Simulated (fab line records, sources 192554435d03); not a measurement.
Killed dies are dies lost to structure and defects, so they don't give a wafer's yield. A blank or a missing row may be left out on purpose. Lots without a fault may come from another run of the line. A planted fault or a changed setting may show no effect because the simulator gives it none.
Chamber matching | flow n5_finfet | N5_SD_EPI_P_ETCH_47 on rie_diel-01: 3 sister chambers
The step etches SiOCN in CH3F/O2, target depth 25 nm. 14 wafers are shown with their chamber, then 6 later ones without.

WAFERS WITH THEIR CHAMBER
wafer  | chamber | showerhead_plenum_p_Torr (Torr) | throttle_valve_pct (%) | oes_product_au (a.u.)
L074.1 | 2       | 2.00                            | 16.44                  | 0.75
L074.2 | 1       | 2.07                            | 16.32                  | 0.74
L074.3 | 3       | 1.95                            | 15.99                  | 0.80
L082.1 | 3       | 1.94                            | 16.03                  | 0.78
L082.2 | 2       | 1.99                            | 16.49                  | 0.72
L082.6 | 2       | 1.99                            | 16.48                  | 0.73
L088.1 | 2       | 1.99                            | 16.51                  | 0.73
L088.2 | 1       | 2.06                            | 16.38                  | 0.73
L088.5 | 1       | 2.06                            | 16.36                  | 0.72
L090.1 | 1       | 2.06                            | 16.37                  | 0.72
L090.4 | 2       | 1.99                            | 16.49                  | 0.72
L090.5 | 2       | 1.99                            | 16.50                  | 0.73
L093.3 | 3       | 1.94                            | 16.06                  | 0.78
L093.5 | 2       | 1.99                            | 16.50                  | 0.72

SIGNATURES (means of the wafers above)
reading                  | chamber 1 | chamber 2 | chamber 3 | scatter within a chamber
showerhead_plenum_p_Torr | 2.0625    | 1.9914    | 1.9433    | 0.00455
throttle_valve_pct       | 16.3575   | 16.4871   | 16.0267   | 0.0264
oes_product_au           | 0.7275    | 0.7286    | 0.7867    | 0.0106
Rule: a wafer's distance from a chamber is the root of the sum, over the readings, of the square of ((its reading less the chamber's mean) divided by the reading's scatter). The wafer belongs to the nearest chamber; if the next one is less than 2 further off, it can't be placed. The scatter: the root of (the sum of the squares of (reading less its chamber's mean) over the shown wafers, divided by (wafers less chambers)).

WAFERS WITHOUT THEIR CHAMBER
wafer  | showerhead_plenum_p_Torr (Torr) | throttle_valve_pct (%) | oes_product_au (a.u.)
L093.6 | 2.06                            | 16.38                  | 0.72
L094.2 | 1.94                            | 16.07                  | 0.77
L094.4 | 1.98                            | 16.52                  | 0.71
L095.2 | 2.06                            | 16.39                  | 0.72
L095.5 | 1.94                            | 16.06                  | 0.77
L095.6 | 1.98                            | 16.52                  | 0.71

WHICH CHAMBER EACH WENT THROUGH
wafer  | from the rows above | in truth
L093.6 | 1                   | 1
L094.2 | 3                   | 3
L094.4 | 2                   | 2
L095.2 | 1                   | 1
L095.5 | 3                   | 3
L095.6 | 2                   | 2
Placed correctly: 6 of 6. Can't be placed from these rows: 0. Placed wrongly: 0.
